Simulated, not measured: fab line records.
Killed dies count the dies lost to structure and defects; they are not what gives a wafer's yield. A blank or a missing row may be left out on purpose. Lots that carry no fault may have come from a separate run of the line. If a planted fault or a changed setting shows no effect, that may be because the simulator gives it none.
Split-lot trial -- flow n5Finfet -- on a route of 1938 steps: 7 lots, 21 wafers read

== THE SPLIT ==
At N5_HKMG_FIN_HK_ALD_01 (deposits HfO2, target thk 1.6 nm, pulse time 3 s, purge time 3 s), the setting aldCycles was moved away from the recipe's 30 on 10 of the 21 wafers read, by -13.3% to +6.7%. This setting was run at the recipe's value on the other wafers.

== FROM THE SPLIT TO THE READING: what the file shows between them, 8 steps ==
- N5_HKMG_FIN_PEB_47: peb time 60 s (also split here: pebTimeS)
- N5_HKMG_FIN_DEVELOP_48: develop time 30 s
- N5_HKMG_FIN_CD_MEAS_49: target cd 202 nm
- N5_HKMG_FIN_ETCH_55: etches SOC in N2/H2, target depth 240 nm, time 300 s (also split here: biasW)
- N5_HKMG_FIN_STRIP_56: strips in N2/H2
- N5_HKMG_FIN_STRIP_57: strips in CF4
- N5_HKMG_FIN_WET_ETCH_82: etches La2O3 in dHCl, stops on HfO2, target depth 2 nm, rinse time 30 s
- N5_HKMG_FIN_ALD_36: deposits TiN, target thk 1 nm, pulse time 1 s, purge time 3 s

== THE READING ==
HK_THK, in nm, at N5_HKMG_FIN_THK_MEAS_70 (measures by xrf). On this fab line, fault-free wafers typically give 1.593 nm with a standard deviation of 0.018 nm.

wafer,"tool, chamber at the split",aldCycles as run,against the recipe,"HK_THK, nm",against lot-mates on the recipe
L075.1,"aldHk-01, 0,2,1",30,recipe,1.582,-
L075.4,"aldHk-01, 0,2,1",30,recipe,1.599,-
L075.5,"aldHk-01, 0,2,1",30,recipe,1.610,-
L080.1,"aldHk-02, 1,0",28,-6.7%,1.477,-0.117
L080.3,"aldHk-02, 2",30,recipe,1.594,-
L080.5,"aldHk-02, 1,0",28,-6.7%,1.473,-0.121
L083.3,"aldHk-01, 0",26,-13.3%,1.379,-0.216
L083.5,"aldHk-01, 0,3",30,recipe,1.605,-
L083.6,"aldHk-01, 0,3",30,recipe,1.586,-
L084.1,"aldHk-02, 2,1,3",31,+3.3%,1.632,no lot-mate on the recipe
L084.2,"aldHk-02, 2,1,3",31,+3.3%,1.649,no lot-mate on the recipe
L084.3,"aldHk-02, 2,1,3",31,+3.3%,1.645,no lot-mate on the recipe
L088.1,"aldHk-01, 1,3,2",32,+6.7%,1.727,no lot-mate on the recipe
L088.3,"aldHk-01, 1,3,2",32,+6.7%,1.735,no lot-mate on the recipe
L088.4,"aldHk-01, 1,3,2",32,+6.7%,1.695,no lot-mate on the recipe
L090.3,"aldHk-01, 3,1",30,recipe,1.609,-
L090.4,"aldHk-01, 3,1",30,recipe,1.605,-
L090.6,"aldHk-01, 2",27,-10.0%,1.452,-0.155
L093.1,"aldHk-03, 0,2,0",30,recipe,1.578,-
L093.3,"aldHk-03, 0,2,0",30,recipe,1.577,-
L093.6,"aldHk-03, 0,2,0",30,recipe,1.556,-
When a row names more than one chamber, that row covers several wafers, and the file does not tell which wafer ran in which chamber.

THE FIT
A straight line over all 21 wafers: HK_THK changes by +0.0166 nm for each +1% of aldCycles; r = +0.98; the points scatter about the line by 0.017 nm.
The same after taking each lot's own level away (the mean of its wafers on the recipe; 15 wafers): +0.0164 nm for each +1%; r = +0.99; scatter 0.0095 nm.
The reading moves by 0.22 nm for the largest change in aldCycles, on that fit.
Across the lots, their own levels run from 1.5703 to 1.6070 nm, a range of 2.0 times the standard deviation given above.
The two slopes agree, so the slope changes little with the lot-to-lot level.
Check: -0.221 nm against its lot-mates is what the line predicts for one of the wafers moved furthest among these (-13.3%) when that wafer is left out of the fit. Against them it came out at -0.216 nm.

== FURTHER SPLITS ON THESE WAFERS ==
Other splits were also applied to these wafers ahead of the reading. Each is held against what the fit with the lots' levels taken away leaves over:
other split on the same wafers,wafers away from the commonest value,r with HK_THK (lot level and that fit taken away)
N5_SD_EPI_N_EPI_21 timeS,10,+0.21
N5_HKMG_FIN_PEB_47 pebTimeS,4,+0.33
N5_HKMG_FIN_ETCH_55 biasW,2,-0.03

== THE FILE'S OWN FIT ==
HK_THK changes by +0.0162 nm for each +1% of aldCycles, r = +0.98.
